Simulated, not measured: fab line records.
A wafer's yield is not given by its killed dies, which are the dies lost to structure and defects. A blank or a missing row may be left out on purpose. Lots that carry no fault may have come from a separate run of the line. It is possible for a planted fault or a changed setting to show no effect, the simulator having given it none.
Chamber matching | flow nand_harc | NHARC_A_CONTACT_ETCH_106 on rie_diel-03 has 4 sister chambers
The step etches the open film in CF4/O2, target depth 90 nm, overetch 9 nm, time 49.5 s. 4 wafers are shown with their chamber, then 7 later ones without.

## WAFERS WITH THEIR CHAMBER
wafer  | chamber | showerhead_plenum_p_Torr (Torr)
L889.1 | 0       | 1.34
L889.3 | 2       | 1.30
L891.2 | 3       | 1.38
L891.3 | 1       | 1.39

## WAFERS WHOSE CHAMBER IS MISSING
wafer  | showerhead_plenum_p_Torr (Torr)
L891.4 | 1.30
L894.2 | 1.38
L894.5 | 1.37
L894.6 | 1.29
L896.2 | 1.38
L896.5 | 1.29
L896.6 | 1.37

## WHICH CHAMBER EACH ONE RAN IN
wafer  | from the rows above     | in truth
L891.4 | 2                       | 2
L894.2 | can't be placed: 3 or 1 | 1
L894.5 | can't be placed: 3 or 1 | 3
L894.6 | 2                       | 2
L896.2 | can't be placed: 3 or 1 | 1
L896.5 | 2                       | 2
L896.6 | can't be placed: 3 or 1 | 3
Correctly placed: 3 of 7. Can't be placed from these rows: 4 (the true chamber is among the candidates in 4). Placed wrongly: 0.
How it was worked out, from the rows above alone: a wafer's distance from a chamber is the root of the sum, over the readings, of the square of ((its reading less the chamber's mean) divided by the reading's scatter). If the next closest chamber is less than 2 further off than the closest, the wafer can't be placed; otherwise it belongs to the closest. The mean given for a chamber averages the wafers shown for that chamber. The scatter: with one shown wafer a chamber, the root of the mean of the squares of how far each hidden wafer lies from its nearest shown one.
